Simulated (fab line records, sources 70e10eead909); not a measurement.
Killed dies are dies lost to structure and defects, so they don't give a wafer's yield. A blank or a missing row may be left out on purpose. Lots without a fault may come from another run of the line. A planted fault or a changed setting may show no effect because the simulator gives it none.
A struck lot beside a sound one | flow nand_harc | 14 steps out of a route of 1302
Sound: wafers L654.2, L654.4, L654.6. Struck: wafer L668.4. (L668.6 of the same lot was not struck and is left out.) The cause comes at the end.
At each step with rows: each side's tool, then ch and its chambers, then its first start. Under that, the readings that differ: sound wafers | struck wafers | difference of the means | sigmas: that difference in standard deviations of wafers without a fault.
alike: readings whose means differ by less than 2 such deviations, and words and numbers that are the same on both sides. not compared: withheld readings, readings that some wafer has no value for, bounds like >300 that may hide the same value, and numbers for which the record gives no deviation and whose values overlap.
The two part at a step that has a row with sigmas, a row that says differs or no value, or rows on one side only. Numbers that don't overlap but have no deviation are shown without sigmas and don't part them. A reading that every wafer of one side lacks parts them only if that side has two wafers or more.

first, 10 steps without rows for these wafers: NHARC_A_STAIRCASE_SRD_174; NHARC_A_STAIRCASE_DEHYDRATE_01 (time 120 s); NHARC_A_STAIRCASE_HMDS_02 (time 30 s); NHARC_A_STAIRCASE_COAT_03; NHARC_A_STAIRCASE_SOFTBAKE_04 (time 170 s); NHARC_A_STAIRCASE_EBR_05; NHARC_A_STAIRCASE_EXPOSE_06 (exposes mask STAIR); NHARC_A_STAIRCASE_PEB_07 (peb time 130 s); NHARC_A_STAIRCASE_DEVELOP_08 (time 140 s); NHARC_A_STAIRCASE_HARDBAKE_10 (time 140 s).
NHARC_A_STAIRCASE_DESCUM_11: chemistry O2, time 3 s.
  sound on rie_diel-03 ch 0,1,2, day 16 16:54; struck on rie_diel-08 ch 3, day 22 07:55
  reading                | sound                | struck | difference | sigmas
  throttle_valve_pct (%) | 11.304 11.318 11.329 | 11.293 | -0.024     | -3
  alike: drypump_motor_current_A, oes_product_au, rf_vpp_V, showerhead_plenum_p_Torr
  not compared: rf_hours_counter_h
NHARC_A_STAIRCASE_TRIM_12: chemistry O2, time 211.2 s.
  sound on rie_diel-03 ch 0,1,3, day 16 16:59; struck on rie_diel-08 ch 3, day 22 07:59
  reading                | sound                | struck | difference | sigmas
  oes_product_au (a.u.)  | 0.994 0.976 1.001    | 0.796  | -0.194     | -19
  throttle_valve_pct (%) | 17.025 17.036 17.036 | 17.052 | +0.020     | +2
  alike: drypump_motor_current_A, rf_vpp_V, showerhead_plenum_p_Torr
  not compared: rf_hours_counter_h
NHARC_A_STAIRCASE_ETCH_13: etches the open film in C4F8/O2, target depth 100 nm, time 40.5 s.
  sound on rie_diel-03 ch 0,1; struck on rie_diel-08 ch 1
  alike: oes_product_au, rf_fwd_power_W, rf_vpp_V
  not compared: rf_hours_counter_h
-- the record jumps here: 9 days lie between the struck wafers' starts before and after (it left off in module A_STAIRCASE and takes up again in module END, whose first step shown is number 1302 of the route) --
NHARC_END_SORT_01:
  sound on prober-02 ch 0, day 25 13:19; struck on prober-02 ch 0, day 31 07:34
  reading         | sound    | struck | difference | sigmas
  killed_at_array | 74 81 68 | 671    | +597       | +37
  killed_at_other | 0 0 0    | 3      | +3         | +3
  killed_dies     | 76 82 70 | 677    | +601       | +38
  alike: killed_at_periphery, killed_open, killed_short

WHERE THEY PART
First at NHARC_A_STAIRCASE_DESCUM_11; last, within this record, at NHARC_END_SORT_01.

WHY: what the simulator had put in
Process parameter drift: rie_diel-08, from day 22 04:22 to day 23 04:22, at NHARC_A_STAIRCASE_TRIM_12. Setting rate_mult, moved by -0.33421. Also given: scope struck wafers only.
